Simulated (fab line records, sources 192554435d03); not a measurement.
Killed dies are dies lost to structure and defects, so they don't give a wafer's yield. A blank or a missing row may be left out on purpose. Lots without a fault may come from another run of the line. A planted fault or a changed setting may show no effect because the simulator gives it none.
fab line records | flow n5_finfet | part 1 of 2: steps 1 to 19 of 24
record lots=5 wafers=15 last_day=18
route steps=1938 shown BEOL_M10@1484
lots that met no fault: from a run of the same line without faults
start_h: hours from the record's first day to the start of the lot's first wafer shown | wait_h: hours since the lot's step before | " the same as in the row above | L1.1+2: a row that stands for several wafers | - no value, or no start given | * or withheld: withheld | < > ~ a bound
route shown NAME@n: a module of which the file shows steps, and the number in the route of the first | usual: mean/standard deviation of fault-free wafers | same: alike in all rows | chamber/n: place in a boat | sites: the reading at each site | _std_site: their standard deviation | _edge_site: outer sites' mean less inner sites' | radius_mm: how far each site lies from the wafer's centre | mask NAME#n: copy n | behind: the tool/chamber that last shaped the wafer | hold: why the lot was held/for how many hours/how that ended | device: the transistor (n, p or np) that didn't switch | end of line: the same wafers' tests at the end of the route | a step without rows: its recipe alone | killed: dies lost to structure and defects at the first sort, not the wafer's yield | map: a wafer's dies, x killed, . not, _ none there
set.NAME: the setting as run; set.NAME@STEP: as run at that earlier step | model.NAME: the simulator's own value behind a step, which no gauge read
lots at some steps of the route; a table a step, a row a wafer
services: from which hour (start_h, from the record's first day; less than 0 if before it) a tool's chamber was out of use, for how many hours, and why
## steps
# step N5_BEOL_M10_OVL_MEAS_12
# recipe points_per_wafer=44
# usual M10_OVL=-0.6/0.81
# columns lot.wafer tool chamber start_h wait_h M10_OVL[nm]
L074.4 overlay-01 0 230.40 0.0 1.0
L074.5 " 0 " " -0.1
L074.6 " 0 " " -0.3
L082.3 overlay-01 0 287.93 0.0 0.7
L082.4 " 0 " " -0.1
L082.5 " 0 " " -0.6
L081.2 overlay-02 0 297.94 0.0 -0.6
L081.4 " 0 " " -0.5
L081.5 " 0 " " -1.5
L083.2 overlay-01 0 323.13 0.0 -1.0
L083.4 " 0 " " -0.9
L083.6 " 0 " " -1.5
L095.1 overlay-01 0 366.17 0.0 -0.5
L095.3 " 0 " " -0.7
L095.4 " 0 " " -1.8
# step N5_BEOL_M10_INSPECT_13
# recipe mode=adi inspect_instrument=brightfield
# usual raw_defect_count=420/110
# columns lot.wafer tool chamber start_h wait_h raw_defect_count
L074.4 defect_inspect-02 - 230.42 0.0 301
L074.5 " - " " 414
L074.6 " - " " 409
L082.3 defect_inspect-01 - 287.96 0.0 334
L082.4 " - " " 357
L082.5 " - " " 314
L081.2 defect_inspect-01 - 297.96 0.0 354
L081.4 " - " " 411
L081.5 " - " " 295
L083.2 defect_inspect-01 - 323.15 0.0 405
L083.4 " - " " 353
L083.6 " - " " 432
L095.1 defect_inspect-02 - 366.20 0.0 410
L095.3 " - " " 371
L095.4 " - " " 392
# step N5_BEOL_M10_DESCUM_16
# recipe chemistry=O2 time_s=7.9 source_power_w=50 bias_power_w=20 pressure_mtorr=20 rf_frequency_hz=2.712e+07 temp_c=40 resist=CAR-ArF o2_flow_sccm=225
# usual drypump_motor_current_A=5.9/0.36 o2_flow_sccm=225.1/0.68 oes_product_au=0.80/0.084 rf_fwd_power_W=49.46/0.2 rf_vpp_V=243.6/1.8 showerhead_plenum_p_Torr=2.11/0.099 throttle_valve_pct=20.33/0.16
# columns lot.wafer tool chamber start_h wait_h drypump_motor_current_A o2_flow_sccm oes_product_au rf_fwd_power_W rf_hours_counter_h rf_vpp_V showerhead_plenum_p_Torr throttle_valve_pct
L074.4 rie_diel-05 0 230.47 0.0 5.5 224.1 0.74 49.62 - 243.7 2.17 20.25
L074.5 " 2 " " 5.8 224.7 0.88 49.48 - 243.3 2.23 20.30
L074.6 " 1 " " 5.4 224.8 0.75 49.36 - 240.2 1.91 20.53
L082.3 rie_diel-02 1 287.99 0.0 5.5 226.2 0.77 49.41 123 243.6 2.19 20.38
L082.4 " 2 " " 6.4 225.1 0.91 49.09 26 242.3 2.04 20.22
L082.5 " 1 " " 5.5 225.1 0.76 49.45 - 244.7 2.19 20.38
L081.2 rie_diel-05 0 298.24 0.3 5.5 225.9 0.73 49.59 199 245.6 2.16 20.29
L081.4 " 3 " " 6.3 223.6 0.92 49.43 17 242.5 2.14 20.30
L081.5 " 0 " " 5.5 226.1 0.73 49.48 - 244.5 2.16 20.29
L083.2 rie_diel-05 3 323.22 0.1 6.3 225.5 0.89 49.69 27 245.1 2.14 20.33
L083.4 " 1 " " 5.4 224.8 0.73 49.33 185 241.4 1.90 20.59
L083.6 " 0 " " 5.5 225.7 0.73 50.03 - 243.2 2.16 20.29
L095.1 rie_diel-02 3 366.23 0.0 5.9 224.6 0.68 49.60 249 245.5 2.14 20.31
L095.3 " 0 " " 5.3 224.0 0.79 49.26 105 244.1 2.19 20.26
L095.4 " 2 " " 6.4 225.3 0.88 49.32 - 243.0 2.03 20.25
# step N5_BEOL_M10_ETCH_61
# recipe chemistry=CF4 target=SiARC target_depth_a=390 mask_material=CAR-ArF time_s=65 ion_energy_ev=80 pressure_mtorr=40 source_w=545 bias_w=36 Ar_flow_sccm=100 cf4_flow_sccm=100 ends=cleared
# usual drypump_motor_current_A=5.9/0.36 etch_rf_on_time_s=64.8/0.84 oes_product_au=0.68/0.071 rf_fwd_power_W=539.3/2.2 rf_vpp_V=184.3/1.3 showerhead_plenum_p_Torr=2.16/0.092 throttle_valve_pct=15.53/0.19
# columns lot.wafer tool chamber start_h wait_h drypump_motor_current_A etch_rf_on_time_s oes_product_au rf_fwd_power_W rf_hours_counter_h rf_vpp_V showerhead_plenum_p_Torr throttle_valve_pct
L074.4 rie_diel-05 0 230.52 0.0 5.5 65.3 0.63 539.7 - 184.8 2.21 15.48
L074.5 " 2 " " 5.8 65.2 0.76 536.5 - 183.8 2.27 15.47
L074.6 " 1 " " 5.4 65.7 0.64 540.0 - 182.7 1.98 15.79
L082.3 rie_diel-02 1 288.02 0.0 5.5 66.1 0.66 541.2 123 184.0 2.25 15.64
L082.4 " 2 " " 6.4 65.2 0.78 535.9 26 182.9 2.09 15.36
L082.5 " 1 " " 5.5 66.1 0.66 541.0 - 186.2 2.25 15.63
L081.2 rie_diel-05 0 298.28 0.0 5.5 65.2 0.62 541.4 199 183.3 2.20 15.51
L081.4 " 3 " " 6.3 64.0 0.80 540.0 17 185.0 2.19 15.40
L081.5 " 0 " " 5.5 64.9 0.63 541.5 - 184.1 2.20 15.51
L083.2 rie_diel-05 3 323.25 0.0 6.3 64.0 0.77 542.1 27 185.8 2.18 15.43
L083.4 " 1 " " 5.4 64.9 0.61 537.4 185 182.7 1.97 15.87
L083.6 " 0 " " 5.5 64.7 0.62 541.7 - 184.7 2.20 15.55
L095.1 rie_diel-02 3 366.27 0.0 5.9 66.5 0.59 540.8 249 185.1 2.19 15.58
L095.3 " 0 " " 5.3 64.3 0.66 537.1 105 185.8 2.24 15.42
L095.4 " 2 " " 6.4 64.0 0.75 538.0 - 183.7 2.09 15.41
# step N5_BEOL_M10_ETCH_62
# recipe chemistry=N2/H2 target=SOC target_depth_a=1100 overetch_a=220 mask_material=SiARC temp_c=40 time_s=165 ion_energy_ev=200 pressure_mtorr=30 source_w=840 bias_w=150 n2_flow_sccm=200 h2_flow_sccm=200
# usual drypump_motor_current_A=5.9/0.36 h2_flow_sccm=200.0/0.54 oes_product_au=0.68/0.068 rf_fwd_power_W=837.2/2.6 rf_vpp_V=525/3.3 showerhead_plenum_p_Torr=2.57/0.11 throttle_valve_pct=17.77/0.18
# columns lot.wafer tool chamber start_h wait_h drypump_motor_current_A h2_flow_sccm oes_product_au rf_fwd_power_W rf_hours_counter_h rf_vpp_V showerhead_plenum_p_Torr throttle_valve_pct
L074.4 rie_diel-05 0 230.61 0.1 5.5 199.0 0.64 834.8 - 526 2.64 17.67
L074.5 " 2 " " 5.8 200.4 0.74 836.8 - 528 2.71 17.67
L074.6 " 1 " " 5.4 200.3 0.63 834.7 - 518 2.34 18.02
L082.3 rie_diel-02 1 288.07 0.0 5.4 200.1 0.66 835.6 123 527 2.66 17.76
L082.4 " 2 " " 6.4 200.5 0.78 837.9 26 524 2.49 17.71
L082.5 " 1 " " 5.5 199.8 0.66 839.2 - 528 2.66 17.76
L081.2 rie_diel-05 0 298.33 0.0 5.5 199.7 0.62 838.9 199 525 2.63 17.70
L081.4 " 3 " " 6.4 199.9 0.77 837.0 17 526 2.60 17.73
L081.5 " 0 " " 5.5 200.6 0.63 835.9 - 528 2.63 17.71
L083.2 rie_diel-05 3 323.30 0.0 6.3 198.9 0.77 837.6 27 525 2.60 17.74
L083.4 " 1 " " 5.4 199.9 0.60 837.9 185 518 2.32 18.08
L083.6 " 0 " " 5.6 199.8 0.62 837.3 - 526 2.62 17.73
L095.1 rie_diel-02 3 366.32 0.0 5.9 200.2 0.59 837.6 249 525 2.61 17.87
L095.3 " 0 " " 5.3 199.5 0.65 839.9 105 528 2.67 17.68
L095.4 " 2 " " 6.4 200.0 0.73 836.7 - 521 2.48 17.77
# step N5_BEOL_M10_STRIP_68
# recipe chemistry=N2/H2 temp_c=40 n2_flow_sccm=200 h2_flow_sccm=200 rf_frequency_hz=6e+07
# columns lot.wafer tool chamber start_h wait_h
L074.4+5+6 rie_diel-05 0,2,1 230.68 0.0
L082.3+4+5 rie_diel-02 1,2,1 288.21 0.1
L081.2+4+5 rie_diel-05 0,3,0 298.46 0.1
L083.2+4+6 rie_diel-05 3,1,0 323.44 0.1
L095.1+3+4 rie_diel-02 3,0,2 366.45 0.1
# step N5_BEOL_M10_STRIP_67
# recipe chemistry=CF4 resist=SiARC power_w=300 bias_power_w=75 pressure_mtorr=50 cf4_flow_sccm=150 rf_frequency_hz=6e+07
# usual drypump_motor_current_A=5.9/0.36 oes_product_au=0.80/0.08 rf_vpp_V=271.6/2 showerhead_plenum_p_Torr=1.81/0.075 throttle_valve_pct=13.51/0.2
# columns lot.wafer tool chamber start_h wait_h drypump_motor_current_A oes_product_au rf_hours_counter_h rf_vpp_V showerhead_plenum_p_Torr throttle_valve_pct
L074.4 rie_diel-05 0 230.70 0.0 5.5 0.75 - 271.7 1.85 13.50
L074.5 " 2 " " 5.8 0.88 - 272.5 1.90 13.40
L074.6 " 1 " " 5.4 0.75 - 267.7 1.66 13.74
L082.3 rie_diel-02 1 288.22 0.0 5.5 0.78 123 272.9 1.88 13.61
L082.4 " 2 " " 6.4 0.91 26 270.5 1.76 13.32
L082.5 " 1 " " 5.5 0.78 - 272.4 1.88 13.60
L081.2 rie_diel-05 0 298.47 0.0 5.5 0.73 199 272.1 1.85 13.54
L081.4 " 3 " " 6.3 0.91 17 270.3 1.83 13.35
L081.5 " 0 " " 5.5 0.73 - 272.4 1.85 13.55
L083.2 rie_diel-05 3 323.45 0.0 6.3 0.89 27 271.2 1.83 13.38
L083.4 " 1 " " 5.4 0.72 185 267.8 1.66 13.84
L083.6 " 0 " " 5.5 0.73 - 272.3 1.84 13.55
L095.1 rie_diel-02 3 366.46 0.0 5.9 0.70 249 272.8 1.84 13.62
L095.3 " 0 " " 5.3 0.77 105 274.7 1.87 13.38
L095.4 " 2 " " 6.3 0.86 - 269.4 1.75 13.41
# step N5_BEOL_M10_HM_OPEN_17
# recipe chemistry=Cl2/BCl3 target_depth_a=200 overetch_a=60 target=TiN mask_material=SOC ion_energy_ev=150 pressure_mtorr=10 icp_w=1000 bias_w=126 Cl2_flow_sccm=53.25 bcl3_flow_sccm=21.75 Ar_flow_sccm=25
# usual drypump_motor_current_A=5.4/0.34 he_backside_leak_sccm=3.37/0.29 oes_product_au=0.63/0.068 rf_fwd_power_W=993/3.7 throttle_valve_pct=22.32/0.25
# columns lot.wafer tool chamber start_h wait_h drypump_motor_current_A he_backside_leak_sccm oes_product_au rf_fwd_power_W rf_hours_counter_h throttle_valve_pct
L074.4 rie_metal-02 1 230.76 0.1 5.1 3.24 0.64 992 - 22.58
L074.5 " 0 " " 5.4 3.55 0.58 990 - 22.09
L074.6 " 1 " " 5.1 3.11 0.64 992 - 22.59
L082.3 rie_metal-01 0 288.29 0.1 5.9 3.36 0.59 993 - 22.13
L082.4 " 1 " " 5.5 3.34 0.54 989 - 22.68
L082.5 " 1 " " 5.5 3.28 0.55 991 - 22.69
L081.2 rie_metal-02 0 298.51 0.0 5.4 3.72 0.58 990 97 22.09
L081.4 " 0 " " 5.4 3.63 0.58 988 - 22.09
L081.5 " 0 " " 5.4 3.84 0.58 990 - 22.09
L083.2 rie_metal-02 1 323.49 0.0 5.1 3.13 0.62 995 54 22.61
L083.4 " 0 " " 5.3 3.40 0.57 994 - 22.10
L083.6 " 0 " " 5.3 3.33 0.57 991 - 22.09
L095.1 rie_metal-02 1 366.50 0.0 5.1 3.24 0.62 996 59 22.59
L095.3 " 1 " " 5.1 3.20 0.62 994 - 22.60
L095.4 " 1 " " 5.1 3.22 0.61 990 - 22.59
# step N5_BEOL_M10_STRIP_19
# recipe chemistry=O2 power_w=400 temp_c=40 pressure_mtorr=30 rf_frequency_hz=6e+07 bias_power_w=0 overash_fraction=0.2 o2_flow_sccm=225
# usual drypump_motor_current_A=5.9/0.37 o2_flow_sccm=225.0/0.69 oes_product_au=0.81/0.082 rf_vpp_V=3.6/0.59 showerhead_plenum_p_Torr=2.12/0.1 throttle_valve_pct=16.57/0.17
# columns lot.wafer tool chamber start_h wait_h drypump_motor_current_A o2_flow_sccm oes_product_au rf_hours_counter_h rf_vpp_V showerhead_plenum_p_Torr throttle_valve_pct
L074.4 rie_diel-02 2 230.84 0.1 6.4 224.5 0.97 5 4.5 2.05 16.39
L074.5 " 3 " " 5.9 225.2 0.72 - 2.7 2.16 16.56
L074.6 " 0 " " 5.3 224.1 0.82 - 3.8 2.22 16.41
L082.3 rie_diel-04 2 288.37 0.1 6.1 225.7 0.81 98 2.9 2.02 16.81
L082.4 " 3 " " 6.0 225.1 0.71 - 2.6 2.07 16.71
L082.5 " 2 " " 6.1 224.8 0.82 - 4.6 2.02 16.80
L081.2 rie_diel-05 3 298.62 0.1 6.3 225.5 0.91 17 3.2 2.15 16.50
L081.4 " 2 " " 5.8 226.1 0.85 51 3.9 2.22 16.57
L081.5 " 0 " " 5.6 225.9 0.73 - 3.8 2.16 16.56
L083.2 rie_diel-04 1 323.76 0.2 6.1 224.9 0.97 11 3.6 2.23 16.20
L083.4 " 0 " " 6.4 225.9 0.84 - 3.7 2.22 16.54
L083.6 " 2 " " 6.1 225.3 0.80 - 4.6 2.01 16.83
L095.1 rie_diel-05 2 366.70 0.2 5.8 224.5 0.81 79 3.1 2.21 16.62
L095.3 " 1 " " 5.4 225.3 0.70 203 3.5 1.90 16.89
L095.4 " 0 " " 5.5 225.0 0.71 227 3.5 2.15 16.63
# step N5_BEOL_M10_CD_MEAS_18
# recipe pitch_nm=140 target_cd_nm=70
# usual cd_nm=70.3/0.5
# columns lot.wafer tool chamber start_h wait_h cd_nm
L074.4 cd_sem-03 - 230.91 0.1 71.1
L074.5 " - " " 70.9
L074.6 " - " " 70.2
L082.3 cd_sem-01 - 288.44 0.1 70.4
L082.4 " - " " 70.7
L082.5 " - " " 70.3
L081.2 cd_sem-02 - 298.70 0.1 69.2
L081.4 " - " " 69.9
L081.5 " - " " 70.7
L083.2 cd_sem-02 - 323.83 0.1 69.8
L083.4 " - " " 69.7
L083.6 " - " " 70.5
L095.1 cd_sem-03 - 366.77 0.0 70.1
L095.3 " - " " 70.0
L095.4 " - " " 70.6
# step N5_BEOL_M10_COAT_63
# recipe resist=SOC temp_c=250 time_s=60 spin_rpm=1500 resist_thk_nm=100
# usual exhaust_pa=45.1/0.86
# columns lot.wafer tool chamber start_h wait_h exhaust_pa
L074.4 litho_track-04 0 232.49 1.6 45.9
L074.5 " 0 " " 44.6
L074.6 " 0 " " 44.7
L082.3 litho_track-02 0 291.91 3.5 43.9
L082.4 " 0 " " 45.9
L082.5 " 0 " " 44.3
L081.2 litho_track-02 0 299.17 0.5 44.9
L081.4 " 0 " " 44.7
L081.5 " 0 " " 45.0
L083.2 litho_track-03 0 323.96 0.1 46.8
L083.4 " 0 " " 48.1
L083.6 " 0 " " 45.9
L095.1 litho_track-04 0 366.81 0.0 43.5
L095.3 " 0 " " 44.0
L095.4 " 0 " " 44.6
# step N5_BEOL_M10_COAT_64
# recipe resist=SiARC temp_c=220 time_s=60 spin_rpm=1500 resist_thk_nm=30
# usual exhaust_pa=45.0/1
# columns lot.wafer tool chamber start_h wait_h exhaust_pa
L074.4 litho_track-04 0 - - 44.6
L074.5 " 0 " " 45.7
L074.6 " 0 " " 45.0
L082.3 litho_track-02 0 - - 44.9
L082.4 " 0 " " 46.2
L082.5 " 0 " " 46.6
L081.2 litho_track-02 0 - - 45.6
L081.4 " 0 " " 45.2
L081.5 " 0 " " 45.3
L083.2 litho_track-03 0 - - 44.1
L083.4 " 0 " " 44.8
L083.6 " 0 " " 44.5
L095.1 litho_track-04 0 - - 44.8
L095.3 " 0 " " 44.9
L095.4 " 0 " " 44.4
# step N5_BEOL_M10_COAT_22
# recipe resist=CAR-ArF spin_rpm=1500 resist_thk_nm=90
# usual exhaust_pa=45.0/0.95
# columns lot.wafer tool chamber start_h wait_h exhaust_pa
L074.4 litho_track-04 0 - - 43.9
L074.5 " 0 " " 44.9
L074.6 " 0 " " 43.8
L082.3 litho_track-02 0 - - 43.9
L082.4 " 0 " " 43.5
L082.5 " 0 " " 45.6
L081.2 litho_track-02 0 - - 43.7
L081.4 " 0 " " 43.9
L081.5 " 0 " " 43.4
L083.2 litho_track-03 0 - - 44.7
L083.4 " 0 " " 45.9
L083.6 " 0 " " 44.4
L095.1 litho_track-04 0 - - 45.8
L095.3 " 0 " " 46.1
L095.4 " 0 " " 44.9
# step N5_BEOL_M10_EBR_24
# recipe solvent=PGMEA ebr_width_mm=1.5
# usual exhaust_pa=45.0/0.96
# columns lot.wafer tool chamber start_h wait_h exhaust_pa
L074.4 litho_track-04 0 - - 43.4
L074.5 " 0 " " 44.3
L074.6 " 0 " " 44.2
L082.3 litho_track-02 0 - - 45.3
L082.4 " 0 " " 45.6
L082.5 " 0 " " 44.7
L081.2 litho_track-02 0 - - 45.3
L081.4 " 0 " " 44.9
L081.5 " 0 " " 44.1
L083.2 litho_track-03 0 - - 43.9
L083.4 " 0 " " 44.1
L083.6 " 0 " " 44.7
L095.1 litho_track-04 0 - - 44.4
L095.3 " 0 " " 45.1
L095.4 " 0 " " 43.5
# step N5_BEOL_M10_SOFTBAKE_23
# recipe temp_c=110 time_s=60 resist=CAR-ArF
# usual exhaust_pa=45.0/0.76
# columns lot.wafer tool chamber start_h wait_h exhaust_pa
L074.4 litho_track-04 0 - - 45.2
L074.5 " 0 " " 45.1
L074.6 " 0 " " 45.6
L082.3 litho_track-02 0 - - 46.7
L082.4 " 0 " " 46.1
L082.5 " 0 " " 45.1
L081.2 litho_track-02 0 - - 45.1
L081.4 " 0 " " 45.8
L081.5 " 0 " " 44.5
L083.2 litho_track-03 0 - - 44.0
L083.4 " 0 " " 45.0
L083.6 " 0 " " 44.7
L095.1 litho_track-04 0 - - 44.4
L095.3 " 0 " " 44.6
L095.4 " 0 " " 44.6
# step N5_BEOL_M10_EXPOSE_25
# recipe mask_id=V9 na=1.35 source_shape=annular sigma_inner=0.5 sigma_outer=0.8 polarization=unpolarized dose_mj=85.5
# columns lot.wafer tool chamber start_h wait_h mask
L074.4+5+6 arfi_scanner-01 0 232.75 - V9#0
L082.3+4+5 arfi_scanner-01 0 292.04 - V9#0
L081.2+4+5 arfi_scanner-03 0 299.42 - V9#0
L083.2+4+6 arfi_scanner-03 0 324.21 - V9#0
L095.1+3+4 arfi_scanner-03 0 367.05 - V9#0
# step N5_BEOL_M10_PEB_26
# recipe peb_temp_c=withheld peb_time_s=60 resist=CAR-ArF
# usual exhaust_pa=44.9/0.91
# columns lot.wafer tool chamber start_h wait_h exhaust_pa
L074.4 litho_track-02 0 232.80 0.0 44.1
L074.5 " 0 " " 45.2
L074.6 " 0 " " 45.4
L082.3 litho_track-03 0 292.09 0.0 43.1
L082.4 " 0 " " 43.7
L082.5 " 0 " " 44.5
L081.2 litho_track-02 0 299.48 0.1 45.0
L081.4 " 0 " " 45.8
L081.5 " 0 " " 44.8
L083.2 litho_track-02 0 324.27 0.1 42.6
L083.4 " 0 " " 44.9
L083.6 " 0 " " 42.5
L095.1 litho_track-03 0 367.12 0.1 43.7
L095.3 " 0 " " 43.8
L095.4 " 0 " " 44.3
# step N5_BEOL_M10_DEVELOP_27
# recipe develop_time_s=30 developer=TMAH resist=CAR-ArF rinse_liquid=diw dry=air_spin dev_temp_c=23
# usual exhaust_pa=45.1/0.81
# columns lot.wafer tool chamber start_h wait_h exhaust_pa
L074.4 litho_track-02 0 - - 44.2
L074.5 " 0 " " 44.0
L074.6 " 0 " " 44.4
L082.3 litho_track-03 0 - - 45.4
L082.4 " 0 " " 45.3
L082.5 " 0 " " 45.1
L081.2 litho_track-02 0 - - 45.2
L081.4 " 0 " " 45.0
L081.5 " 0 " " 44.3
L083.2 litho_track-02 0 - - 44.3
L083.4 " 0 " " 44.6
L083.6 " 0 " " 44.3
L095.1 litho_track-03 0 - - 45.2
L095.3 " 0 " " 44.9
L095.4 " 0 " " 44.5
# step N5_BEOL_M10_CD_MEAS_28
# recipe target_cd_nm=70 landing_energy_ev=500 detector=se_inlens polarity=opening
# usual cd_nm=70.3/0.77
# columns lot.wafer tool chamber start_h wait_h cd_nm
L074.4 cd_sem-01 0 232.87 - 70.8
L074.5 " 0 " " 70.5
L074.6 " 0 " " 70.7
L082.3 cd_sem-02 0 292.16 - 69.8
L082.4 " 0 " " 68.4
L082.5 " 0 " " 69.5
L081.2 cd_sem-01 0 299.54 - 69.2
L081.4 " 0 " " 70.0
L081.5 " 0 " " 69.7
L083.2 cd_sem-01 0 324.34 - 70.3
L083.4 " 0 " " 71.1
L083.6 " 0 " " 70.6
L095.1 cd_sem-02 0 367.19 - 69.2
L095.3 " 0 " " 70.1
L095.4 " 0 " " 69.6
